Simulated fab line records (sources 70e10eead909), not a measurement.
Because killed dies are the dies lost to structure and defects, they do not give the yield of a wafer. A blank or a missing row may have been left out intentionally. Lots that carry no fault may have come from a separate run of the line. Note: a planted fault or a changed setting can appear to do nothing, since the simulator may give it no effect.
fab line records -- flow nand_harc
[record] lots = 6, wafers = 18, last_day = 23
route steps=1159 shown A_CONTACT@846 END@1159
lots that met no fault: from a run of the same line without faults
start_h: hours from the record's first day to the start of the lot's first wafer shown -- wait_h: hours from the lot's prior step to this one -- " the same as in the row above -- L1.1+2: several wafers, shown together as one row -- - no value, or no start given -- * or withheld: withheld -- < > ~ a bound
route shown NAME@n: NAME is a module with steps in the file, n the number in the route of the first one -- usual: average and standard deviation across the fault-free wafers -- same: alike in all rows -- chamber/n: place in a boat -- sites: each site's reading -- _std_site: the standard deviation of these -- _edge_site: mean of outer sites minus mean of inner sites -- radius_mm: for every site, how far away it sits from the centre of the wafer -- mask NAME#n: copy n -- behind: the tool/chamber that last shaped the wafer -- hold: what put the lot on hold/how long, in hours/how the hold closed -- device: whichever transistor did not switch (one of n, p or np) -- end of line: at the end of the route, the tests of the same wafers -- a step given without rows: its recipe and nothing more -- killed: count of dies lost to structure and defects at first sort (not the wafer's yield) -- map: a wafer's dies, x killed, . not, _ none there
set.NAME: the setting the step ran with; set.NAME@STEP: the setting that earlier step ran with -- model.NAME: the simulator's own value behind a step, which no gauge read
lots seen at some steps along the route; tables by step, rows by wafer
services: the hour from which a tool's chamber was out of use, counted from the record's first day as start_h (under 0 if before that day), plus the number of hours and why
[[steps]]
[step NHARC_A_CONTACT_COAT_34]
[recipe] temp_c = 260, time_s = 75
[step NHARC_A_CONTACT_COAT_35]
[recipe] temp_c = 225, time_s = 65
[step NHARC_A_CONTACT_COAT_36]
[recipe] spin_rpm = 1500, resist_thk_nm = 90
[step NHARC_A_CONTACT_SOFTBAKE_37]
[recipe] temp_c = 105, time_s = 55
[step NHARC_A_CONTACT_EBR_38]
[step NHARC_A_CONTACT_EXPOSE_39]
[recipe] na = 1.35, sigma_outer = 0.8, dose_mj = 58.79, mask_id = A_CC_3
[step NHARC_A_CONTACT_PEB_40]
[recipe] peb_temp_c = 100, peb_time_s = 65
[step NHARC_A_CONTACT_DEVELOP_41]
[recipe] develop_time_s = 35, dev_temp_c = 23
[step NHARC_A_CONTACT_CD_MEAS_42]
[recipe] target_cd_nm = 200, landing_energy_ev = 500
[usual] cd_nm = 199.6/0.9
lot.wafer,tool,chamber,start_h,wait_h,cd_nm
L436.1,cd_sem-03,0,372.04,-,200.5
L436.4,cd_sem-03,0,372.04,-,201.3
L436.5,cd_sem-03,0,372.04,-,201.4
L438.2,cd_sem-03,0,404.38,-,199.8
L438.3,cd_sem-03,0,404.38,-,200.0
L438.4,cd_sem-03,0,404.38,-,199.4
L442.3,cd_sem-01,0,424.84,-,199.0
L442.4,cd_sem-01,0,424.84,-,199.0
L442.5,cd_sem-01,0,424.84,-,199.7
L445.1,cd_sem-03,0,437.27,-,199.2
L445.4,cd_sem-03,0,437.27,-,200.1
L445.6,cd_sem-03,0,437.27,-,197.6
L451.1,cd_sem-01,0,469.32,-,198.9
L451.2,cd_sem-01,0,469.32,-,198.9
L451.5,cd_sem-01,0,469.32,-,198.4
L452.2,cd_sem-03,0,475.93,-,198.9
L452.5,cd_sem-03,0,475.93,-,198.6
L452.6,cd_sem-03,0,475.93,-,200.0
[step NHARC_A_CONTACT_OVL_MEAS_43]
[usual] overlay_x_nm = -0.2/0.74, overlay_y_nm = 0.0/0.95
lot.wafer,tool,chamber,start_h,wait_h,overlay_x_nm,overlay_y_nm
L436.1,overlay-01,-,372.14,-,0.6,1.3
L436.4,overlay-01,-,372.14,-,0.4,1.4
L436.5,overlay-01,-,372.14,-,0.6,1.1
L438.2,overlay-01,-,404.47,-,-0.7,-2.0
L438.3,overlay-01,-,404.47,-,-1.4,-1.2
L438.4,overlay-01,-,404.47,-,-1.3,-1.7
L442.3,overlay-02,-,424.93,-,-0.7,-0.7
L442.4,overlay-02,-,424.93,-,-0.8,-0.9
L442.5,overlay-02,-,424.93,-,-0.6,-0.8
L445.1,overlay-02,-,437.35,-,-1.1,-0.1
L445.4,overlay-02,-,437.35,-,-1.2,-0.4
L445.6,overlay-02,-,437.35,-,-1.2,-0.5
L451.1,overlay-02,-,469.41,-,-0.2,-0.2
L451.2,overlay-02,-,469.41,-,-0.1,0.9
L451.5,overlay-02,-,469.41,-,0.1,0.4
L452.2,overlay-02,-,476.02,-,-0.1,0.9
L452.5,overlay-02,-,476.02,-,-0.3,0.7
L452.6,overlay-02,-,476.02,-,0.2,0.7
[step NHARC_A_CONTACT_INSPECT_44]
[usual] raw_defect_count = 26/13
lot.wafer,tool,chamber,start_h,wait_h,raw_defect_count
L436.1,defect_inspect-01,-,372.18,0.0,18
L436.4,defect_inspect-01,-,372.18,0.0,13
L436.5,defect_inspect-01,-,372.18,0.0,9
L438.2,defect_inspect-01,-,404.51,0.0,34
L438.3,defect_inspect-01,-,404.51,0.0,33
L438.4,defect_inspect-01,-,404.51,0.0,33
L442.3,defect_inspect-01,-,424.96,0.0,21
L442.4,defect_inspect-01,-,424.96,0.0,28
L442.5,defect_inspect-01,-,424.96,0.0,22
L445.1,defect_inspect-01,-,437.39,0.0,14
L445.4,defect_inspect-01,-,437.39,0.0,35
L445.6,defect_inspect-01,-,437.39,0.0,26
L451.1,defect_inspect-01,-,469.44,0.0,11
L451.2,defect_inspect-01,-,469.44,0.0,17
L451.5,defect_inspect-01,-,469.44,0.0,9
L452.2,defect_inspect-01,-,476.05,0.0,46
L452.5,defect_inspect-01,-,476.05,0.0,38
L452.6,defect_inspect-01,-,476.05,0.0,34
[step NHARC_A_CONTACT_DESCUM_47]
[recipe] time_s = 3, o2_flow_sccm = 200, ar_flow_sccm = 0, bias_power_w = 0, chemistry = O2
[usual] drypump_motor_current_A = 5.9/0.64, oes_product_au = 0.999/0.016, rf_vpp_V = 57.8/0.89, showerhead_plenum_p_Torr = 1.92/0.086, throttle_valve_pct = 11.311/0.0085
[same] time_s = 3
lot.wafer,tool,chamber,start_h,wait_h,drypump_motor_current_A,oes_product_au,rf_hours_counter_h,rf_vpp_V,showerhead_plenum_p_Torr,throttle_valve_pct
L436.1,rie_diel-13,3,372.25,0.1,6.3,1.021,37,59.1,1.99,11.324
L436.4,rie_diel-13,0,372.25,0.1,5.5,1.002,36,58.8,2.04,11.310
L436.5,rie_diel-13,2,372.25,0.1,6.5,1.010,-,56.6,1.77,11.310
L438.4,rie_diel-11,1,404.57,0.1,6.6,0.998,5,57.3,1.92,11.303
L438.3,rie_diel-11,3,404.57,0.1,6.3,1.020,6,57.8,1.86,11.323
L438.2,rie_diel-11,0,404.57,0.1,5.9,0.978,6,58.2,2.03,11.314
L442.4,rie_diel-11,2,425.02,0.1,4.8,0.980,10,56.7,1.85,11.297
L442.3,rie_diel-11,3,425.02,0.1,6.3,1.021,9,57.5,1.86,11.317
L442.5,rie_diel-11,3,425.02,0.1,6.3,1.019,-,57.8,1.86,11.315
L445.1,rie_diel-13,2,437.51,0.1,6.4,1.019,58,56.5,1.76,11.296
L445.4,rie_diel-13,0,437.51,0.1,5.5,1.024,62,57.7,2.03,11.321
L445.6,rie_diel-13,2,437.51,0.1,6.4,1.031,-,57.0,1.76,11.318
L451.2,rie_diel-11,1,469.51,0.1,6.6,1.002,20,58.7,1.92,11.318
L451.1,rie_diel-11,2,469.51,0.1,4.8,0.979,18,56.3,1.85,11.304
L451.5,rie_diel-11,1,469.51,0.1,6.6,0.994,-,57.0,1.92,11.312
L452.2,rie_diel-11,0,476.11,0.1,5.9,0.984,20,57.1,2.02,11.330
L452.5,rie_diel-11,0,476.11,0.1,5.9,0.975,-,58.4,2.02,11.314
L452.6,rie_diel-11,1,476.11,0.1,6.6,0.998,-,57.8,1.92,11.304
[step NHARC_A_CONTACT_ETCH_48]
[recipe] target_depth_a = 390, over_etch_frac = 0.3, time_s = 65, ion_energy_ev = 80, cf4_flow_sccm = 150, ar_flow_sccm = 0, rf_w = 300, bias_w = 100, chemistry = CF4
[usual] bias_w = 100.0/0.31, cf4_flow_sccm = 150.0/0.44, drypump_motor_current_A = 5.9/0.63, oes_product_au = 1.000/0.017, rf_vpp_V = 151.4/1.1, showerhead_plenum_p_Torr = 1.78/0.074, throttle_valve_pct = 13.284/0.0091, time_s = 65/0
lot.wafer,tool,chamber,start_h,wait_h,bias_w,cf4_flow_sccm,drypump_motor_current_A,oes_product_au,rf_hours_counter_h,rf_vpp_V,showerhead_plenum_p_Torr,throttle_valve_pct,time_s
L436.4,rie_diel-13,2,372.33,0.1,100.1,149.6,6.5,1.007,32,150.6,1.65,13.297,65
L436.1,rie_diel-13,0,372.33,0.1,99.6,150.7,5.5,1.014,36,152.8,1.88,13.288,65
L436.5,rie_diel-13,1,372.33,0.1,99.8,150.0,5.3,1.018,-,151.8,1.83,13.294,65
L438.2,rie_diel-11,1,404.65,0.1,100.4,150.1,6.6,0.989,5,152.1,1.78,13.268,65
L438.4,rie_diel-11,2,404.65,0.1,99.6,150.8,4.8,0.970,5,151.2,1.72,13.294,65
L438.3,rie_diel-11,0,404.65,0.1,100.1,149.8,5.9,0.981,6,152.2,1.87,13.288,65
L442.3,rie_diel-11,2,425.11,0.1,99.7,150.1,4.8,0.970,10,150.9,1.71,13.282,65
L442.4,rie_diel-11,0,425.11,0.1,99.4,149.6,5.9,0.984,9,152.5,1.86,13.291,65
L442.5,rie_diel-11,2,425.11,0.1,100.4,150.0,4.8,0.976,-,150.3,1.71,13.286,65
L445.1,rie_diel-13,2,437.60,0.1,100.0,150.3,6.4,1.019,58,149.9,1.64,13.279,65
L445.4,rie_diel-13,0,437.60,0.1,100.2,150.2,5.5,1.015,62,150.7,1.87,13.277,65
L445.6,rie_diel-13,2,437.60,0.1,100.2,149.5,6.4,1.032,-,148.8,1.64,13.289,65
L451.1,rie_diel-11,1,469.60,0.1,-,-,-,-,-,-,-,-,-
L451.2,rie_diel-11,2,469.60,0.1,-,-,-,-,-,-,-,-,-
L451.5,rie_diel-11,0,469.60,0.1,-,-,-,-,-,-,-,-,-
L452.2,rie_diel-11,0,476.22,0.1,-,-,-,-,-,-,-,-,-
L452.6,rie_diel-11,1,476.22,0.1,-,-,-,-,-,-,-,-,-
L452.5,rie_diel-11,2,476.22,0.1,-,-,-,-,-,-,-,-,-
[step NHARC_A_CONTACT_ETCH_49]
[recipe] target_depth_a = 2600, over_etch_frac = 0.3, time_s = 475.3, ion_energy_ev = 200, n2_flow_sccm = 150, h2_flow_sccm = 150, ar_flow_sccm = 0, rf_w = 400, bias_w = 150, chemistry = N2/H2
[usual] bias_w = 150.0/0.46, chamber_pressure_mTorr = 30.00/0.03, drypump_motor_current_A = 5.9/0.61, oes_product_au = 1.000/0.017, rf_vpp_V = 430.9/2.7, showerhead_plenum_p_Torr = 2.05/0.095, throttle_valve_pct = 14.171/0.0089
[same] time_s = 475.3
lot.wafer,tool,chamber,start_h,wait_h,bias_w,chamber_pressure_mTorr,drypump_motor_current_A,oes_product_au,rf_hours_counter_h,rf_vpp_V,showerhead_plenum_p_Torr,throttle_valve_pct
L436.4,rie_diel-13,0,-,-,150.2,29.99,5.5,1.008,36,434.8,2.18,14.168
L436.1,rie_diel-13,1,-,-,149.3,30.00,5.3,1.005,32,433.6,2.12,14.162
L436.5,rie_diel-13,2,-,-,149.6,30.05,6.4,1.011,-,425.8,1.88,14.171
L438.3,rie_diel-11,1,-,-,150.4,30.02,6.6,1.001,5,430.2,2.05,14.170
L438.4,rie_diel-11,3,-,-,150.3,30.01,6.3,1.017,6,428.5,1.99,14.177
L438.2,rie_diel-11,0,-,-,148.8,29.96,6.0,0.979,6,433.4,2.16,14.170
L442.3,rie_diel-11,2,-,-,150.7,30.00,4.8,0.978,10,429.8,1.97,14.168
L442.4,rie_diel-11,3,-,-,149.2,29.99,6.3,1.003,9,429.9,1.99,14.179
L442.5,rie_diel-11,0,-,-,149.5,29.99,5.9,0.985,-,435.0,2.16,14.179
L445.4,rie_diel-13,1,-,-,149.6,29.99,5.3,1.009,58,432.9,2.11,14.180
L445.1,rie_diel-13,2,-,-,149.2,29.95,6.4,1.025,58,426.2,1.88,14.158
L445.6,rie_diel-13,1,-,-,149.9,30.00,5.3,1.003,-,432.4,2.11,14.188
L451.1,rie_diel-11,1,469.68,0.1,149.7,30.03,6.6,1.000,20,431.7,2.05,14.167
L451.2,rie_diel-11,0,469.68,0.1,149.9,30.00,5.9,0.984,19,433.8,2.16,14.175
L451.5,rie_diel-11,1,469.68,0.1,150.2,29.95,6.6,0.984,-,430.5,2.05,14.162
L452.2,rie_diel-11,0,476.32,0.1,150.0,30.07,5.9,0.979,20,433.2,2.16,14.184
L452.6,rie_diel-11,3,476.32,0.1,149.6,30.02,6.3,1.012,-,429.7,1.98,14.163
L452.5,rie_diel-11,0,476.32,0.1,149.9,29.95,5.9,0.967,-,432.6,2.16,14.168
[step NHARC_END_SORT_01]
[recipe] temp_c = 25
[usual] killed_at_array = 26/9.7, killed_at_other = 1.0/1.2, killed_at_periphery = 3.9/2.6, killed_dies = 31/9.7, killed_open = 3.2/1.8, killed_short = 2.0/1.3
[same] gross_dies = 677
lot.wafer,tool,chamber,start_h,wait_h,killed_at_array,killed_at_other,killed_at_periphery,killed_dies,killed_open,killed_short
L436.1,prober-02,0,445.07,2.5,18,0,6,24,5,1
L436.4,prober-02,0,447.45,3.4,9,2,8,19,2,3
L436.5,prober-02,0,448.24,3.7,11,1,2,14,1,3
L438.2,prober-01,0,478.60,2.8,28,4,2,34,3,1
L438.3,prober-01,0,479.40,3.1,25,3,0,28,0,2
L438.4,prober-01,0,480.21,3.4,32,0,3,35,7,2
L442.3,prober-01,0,497.91,3.1,31,1,3,35,3,3
L442.4,prober-01,0,498.71,3.4,21,2,3,26,5,1
L442.5,prober-01,0,499.50,3.7,24,1,1,26,3,4
L445.1,prober-01,0,504.11,2.5,16,5,4,25,2,1
L445.4,prober-01,0,506.53,3.4,32,1,10,43,5,4
L445.6,prober-01,0,508.14,4.0,22,4,6,32,2,3
L451.1,prober-02,0,550.06,2.5,669,0,8,677,2,5
L451.2,prober-02,0,550.85,2.8,673,1,3,677,2,3
L451.5,prober-02,0,553.25,3.7,672,0,5,677,1,1
L452.2,prober-01,0,558.46,2.8,674,2,1,677,5,2
L452.5,prober-01,0,560.88,3.7,675,0,2,677,6,2
L452.6,prober-01,0,561.69,4.0,671,1,5,677,2,4
// killed by level:class
L436.1 A_ZERO_WELL:chamber_film_flake=5 A_STAIRCASE:chamber_film_flake=4 A_WL_FILL:chamber_film_flake=4 P_CONTACT:geometric_particle:open=2 P_CONTACT:chamber_film_flake=2 P_CONTACT:geometric_particle:short=1 A_CHANNEL_FILL_D1:geometric_particle:open=1 A_WL_FILL:geometric_particle:open=1
L436.4 P_CONTACT:chamber_film_flake=5 A_STAIRCASE:chamber_film_flake=3 P_ZERO_WELL:chamber_film_flake=2 THIN_TSV:chamber_film_flake=2 P_CONTACT:geometric_particle:short=1 A_ONON_D1:geometric_particle:short=1 A_ONON_D1:geometric_particle:open=1 A_WL_FILL:geometric_particle:short=1
L436.5 A_STAIRCASE:chamber_film_flake=6 A_CONTACT:chamber_film_flake=2 P_CONTACT:geometric_particle:open=1 P_CONTACT:geometric_particle:short=1 A_CHANNEL_FILL_D1:geometric_particle:short=1 STARTING-WAFER:geometric_particle:short=1 A_ZERO_WELL:chamber_film_flake=1 A_SLIT:chamber_film_flake=1
L438.2 A_SLIT:chamber_film_flake=12 A_CHANNEL_HOLE_D1:chamber_film_flake=10 THIN_TSV:chamber_film_flake=3 A_CONTACT:chamber_film_flake=2 P_M0:geometric_particle:open=1 A_SOURCE_PLATE:geometric_particle:short=1 A_ONON_D1:geometric_particle:open=1 STARTING-WAFER:geometric_particle:open=1
L438.3 A_CHANNEL_HOLE_D1:chamber_film_flake=10 A_SLIT:chamber_film_flake=9 A_STAIRCASE:chamber_film_flake=3 THIN_TSV:chamber_film_flake=3 A_ONON_D1:geometric_particle:short=1 A_CHANNEL_FILL_D1:geometric_particle:short=1 A_CHANNEL_FILL_D1:chamber_film_flake=1
L438.4 A_CHANNEL_HOLE_D1:chamber_film_flake=12 A_SLIT:chamber_film_flake=8 A_ONON_D1:geometric_particle:open=3 A_STAIRCASE:chamber_film_flake=3 A_BLC:geometric_particle:open=2 P_M1:geometric_particle:open=1 A_ONON_D1:geometric_particle:short=1 A_CHANNEL_FILL_D1:geometric_particle:short=1
L442.3 A_SLIT:chamber_film_flake=10 A_CONTACT:chamber_film_flake=9 A_CHANNEL_HOLE_D1:chamber_film_flake=6 P_STI:geometric_particle:short=1 P_M0:geometric_particle:open=1 A_ZERO_WELL:chamber_film_flake=1 A_ONON_D1:geometric_particle:open=1 A_CHANNEL_FILL_D1:geometric_particle:short=1
L442.4 A_SLIT:chamber_film_flake=8 A_CONTACT:chamber_film_flake=3 A_CHANNEL_FILL_D1:geometric_particle:open=2 A_CHANNEL_HOLE_D1:chamber_film_flake=2 A_STAIRCASE:chamber_film_flake=2 THIN_TSV:chamber_film_flake=2 P_CONTACT:geometric_particle:open=1 P_M0:geometric_particle:open=1
L442.5 A_SLIT:chamber_film_flake=12 A_CHANNEL_HOLE_D1:chamber_film_flake=2 A_STAIRCASE:chamber_film_flake=2 P_STI:geometric_particle:short=1 A_CHANNEL_FILL_D1:geometric_particle:short=1 A_WL_FILL:geometric_particle:short=1 A_CONTACT:geometric_particle:open=1 A_M0:geometric_particle:open=1
L445.1 A_SLIT:chamber_film_flake=8 A_CHANNEL_HOLE_D1:chamber_film_flake=3 A_CONTACT:chamber_film_flake=3 HYBRID_BOND:chamber_film_flake=3 THIN_TSV:chamber_film_flake=2 P_GATE:geometric_particle:open=1 P_CONTACT:geometric_particle:open=1 A_BLC:geometric_particle:short=1
L445.4 A_SLIT:chamber_film_flake=20 P_CONTACT:chamber_film_flake=4 A_CHANNEL_HOLE_D1:chamber_film_flake=3 P_CONTACT:geometric_particle:open=2 A_CHANNEL_FILL_D1:geometric_particle:short=2 A_CONTACT:chamber_film_flake=2 P_GATE:geometric_particle:open=1 P_M0:geometric_particle:open=1
L445.6 A_SLIT:chamber_film_flake=9 P_CONTACT:chamber_film_flake=5 A_CHANNEL_HOLE_D1:chamber_film_flake=3 A_CONTACT:chamber_film_flake=3 THIN_TSV:chamber_film_flake=3 A_ONON_D1:geometric_particle:short=1 A_ONON_D1:geometric_particle:open=1 A_STAIRCASE:geometric_particle:short=1
L451.1 A_CONTACT:area_etch=647 A_CHANNEL_HOLE_D1:chamber_film_flake=7 A_CONTACT:chamber_film_flake=6 P_GATE:chamber_film_flake=4 A_M1:chamber_film_flake=4 A_WL_FILL:geometric_particle:short=2 P_CONTACT:geometric_particle:short=1 P_M1:geometric_particle:open=1
L451.2 A_CONTACT:area_etch=653 A_CHANNEL_HOLE_D1:chamber_film_flake=6 A_CONTACT:chamber_film_flake=5 P_GATE:chamber_film_flake=3 A_M1:chamber_film_flake=3 A_STAIRCASE:chamber_film_flake=2 A_STAIRCASE:geometric_particle:open=1 A_WL_FILL:geometric_particle:short=1
L451.5 A_CONTACT:area_etch=656 A_CONTACT:chamber_film_flake=6 A_CHANNEL_HOLE_D1:chamber_film_flake=4 P_GATE:chamber_film_flake=4 P_M0:geometric_particle:short=1 A_CONTACT:geometric_particle:open=1 A_CHANNEL_FILL_D1:chamber_film_flake=1 A_STAIRCASE:chamber_film_flake=1
L452.2 A_CONTACT:area_etch=627 A_SLIT:chamber_film_flake=19 A_CHANNEL_HOLE_D1:chamber_film_flake=5 A_CONTACT:chamber_film_flake=4 A_BLC:chamber_film_flake=4 A_WL_FILL:chamber_film_flake=3 A_CONTACT:geometric_particle:open=2 A_STAIRCASE:chamber_film_flake=2
L452.5 A_CONTACT:area_etch=631 A_SLIT:chamber_film_flake=12 A_CHANNEL_HOLE_D1:chamber_film_flake=9 A_CONTACT:chamber_film_flake=7 A_SGD_CUT:chamber_film_flake=4 A_ONON_D1:geometric_particle:open=2 A_M1:chamber_film_flake=2 P_GATE:geometric_particle:open=1
L452.6 A_CONTACT:area_etch=633 A_SLIT:chamber_film_flake=13 A_CHANNEL_HOLE_D1:chamber_film_flake=5 A_STAIRCASE:chamber_film_flake=4 A_CONTACT:chamber_film_flake=4 A_BLC:chamber_film_flake=4 A_SGD_CUT:chamber_film_flake=3 A_CONTACT:geometric_particle:short=2
// map L451.1 (x killed, . not)
____________x____________
_________xxxxxxx_________
_______xxxxxxxxxxx_______
______xxxxxxxxxxxxx______
_____xxxxxxxxxxxxxxx_____
____xxxxxxxxxxxxxxxxx____
____xxxxxxxxxxxxxxxxx____
___xxxxxxxxxxxxxxxxxxx___
___xxxxxxxxxxxxxxxxxxx___
__xxxxxxxxxxxxxxxxxxxxx__
__xxxxxxxxxxxxxxxxxxxxx__
_xxxxxxxxxxxxxxxxxxxxxxx_
_xxxxxxxxxxxxxxxxxxxxxxx_
_xxxxxxxxxxxxxxxxxxxxxxx_
_xxxxxxxxxxxxxxxxxxxxxxx_
_xxxxxxxxxxxxxxxxxxxxxxx_
xxxxxxxxxxxxxxxxxxxxxxxxx
xxxxxxxxxxxxxxxxxxxxxxxxx
xxxxxxxxxxxxxxxxxxxxxxxxx
xxxxxxxxxxxxxxxxxxxxxxxxx
xxxxxxxxxxxxxxxxxxxxxxxxx
_xxxxxxxxxxxxxxxxxxxxxxx_
_xxxxxxxxxxxxxxxxxxxxxxx_
_xxxxxxxxxxxxxxxxxxxxxxx_
_xxxxxxxxxxxxxxxxxxxxxxx_
_xxxxxxxxxxxxxxxxxxxxxxx_
__xxxxxxxxxxxxxxxxxxxxx__
__xxxxxxxxxxxxxxxxxxxxx__
___xxxxxxxxxxxxxxxxxxx___
___xxxxxxxxxxxxxxxxxxx___
____xxxxxxxxxxxxxxxxx____
____xxxxxxxxxxxxxxxxx____
_____xxxxxxxxxxxxxxx_____
______xxxxxxxxxxxxx______
_______xxxxxxxxxxx_______
_________xxxxxxx_________
____________x____________
// map L452.2 (x killed, . not)
____________x____________
_________xxxxxxx_________
_______xxxxxxxxxxx_______
______xxxxxxxxxxxxx______
_____xxxxxxxxxxxxxxx_____
____xxxxxxxxxxxxxxxxx____
____xxxxxxxxxxxxxxxxx____
___xxxxxxxxxxxxxxxxxxx___
___xxxxxxxxxxxxxxxxxxx___
__xxxxxxxxxxxxxxxxxxxxx__
__xxxxxxxxxxxxxxxxxxxxx__
_xxxxxxxxxxxxxxxxxxxxxxx_
_xxxxxxxxxxxxxxxxxxxxxxx_
_xxxxxxxxxxxxxxxxxxxxxxx_
_xxxxxxxxxxxxxxxxxxxxxxx_
_xxxxxxxxxxxxxxxxxxxxxxx_
xxxxxxxxxxxxxxxxxxxxxxxxx
xxxxxxxxxxxxxxxxxxxxxxxxx
xxxxxxxxxxxxxxxxxxxxxxxxx
xxxxxxxxxxxxxxxxxxxxxxxxx
xxxxxxxxxxxxxxxxxxxxxxxxx
_xxxxxxxxxxxxxxxxxxxxxxx_
_xxxxxxxxxxxxxxxxxxxxxxx_
_xxxxxxxxxxxxxxxxxxxxxxx_
_xxxxxxxxxxxxxxxxxxxxxxx_
_xxxxxxxxxxxxxxxxxxxxxxx_
__xxxxxxxxxxxxxxxxxxxxx__
__xxxxxxxxxxxxxxxxxxxxx__
___xxxxxxxxxxxxxxxxxxx___
___xxxxxxxxxxxxxxxxxxx___
____xxxxxxxxxxxxxxxxx____
____xxxxxxxxxxxxxxxxx____
_____xxxxxxxxxxxxxxx_____
______xxxxxxxxxxxxx______
_______xxxxxxxxxxx_______
_________xxxxxxx_________
____________x____________
[[services]]
tool,chamber,start_h,hours,kind
rie_diel-11,0,356.30,4.6,repair
rie_diel-11,-,366.64,9.0,pm
rie_diel-11,0,366.64,9.0,vent_cycle
rie_diel-11,1,366.64,9.0,vent_cycle
rie_diel-11,2,366.64,9.0,vent_cycle
rie_diel-11,3,366.64,9.0,vent_cycle
rie_diel-11,0,375.64,-,clean
rie_diel-11,1,375.64,-,clean
rie_diel-11,2,375.64,-,clean
rie_diel-11,3,375.64,-,clean
rie_diel-11,0,400.14,-,clean
rie_diel-11,1,400.14,-,clean
rie_diel-11,2,400.14,-,clean
rie_diel-11,3,400.14,-,clean
rie_diel-11,0,424.78,-,clean
rie_diel-11,1,424.78,-,clean
rie_diel-11,2,424.78,-,clean
rie_diel-11,3,424.78,-,clean
rie_diel-11,-,432.78,0.4,repair
rie_diel-11,0,449.28,-,clean
rie_diel-11,1,449.28,-,clean
rie_diel-11,2,449.28,-,clean
rie_diel-11,3,449.28,-,clean
rie_diel-13,-,453.00,9.0,pm
[[key]]
[first_sign] step = NHARC_A_CONTACT_ETCH_48, reading = tool_record, direction = missing
[effect] step = NHARC_END_SORT_01, reading = killed_at_array, direction = up, sigmas = 67, usual = 26, struck = 672
[more_kills_born_at] NHARC_A_CONTACT_ETCH_48@rie_diel-11 = 3847
met_at NHARC_A_CONTACT_ETCH_48
struck_wafers L451.1,L451.2,L451.5,L452.2,L452.5,L452.6
later_rows_left_out L451.1,L451.2,L451.5,L452.2,L452.5,L452.6
tester_left_out L451,L452
onset_between 425.11 469.60
[fault] kind = skipped_step_whole, tool = rie_diel-11, chamber = -, onset_h = 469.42, steps = NHARC_A_CONTACT_ETCH_48, scope = struck_lots_only
// tester_left_out: of these lots the tester's yield and bins aren't shown, on N5 and GAA mostly nor the transistor test; their killed dies are dies lost to structure and defects alone, not to doping, threshold or leakage, so they don't give the yield
// later_rows_left_out: the simulator's readings of these wafers behind a module that went badly wrong aren't trusted and aren't shown, but for the sort
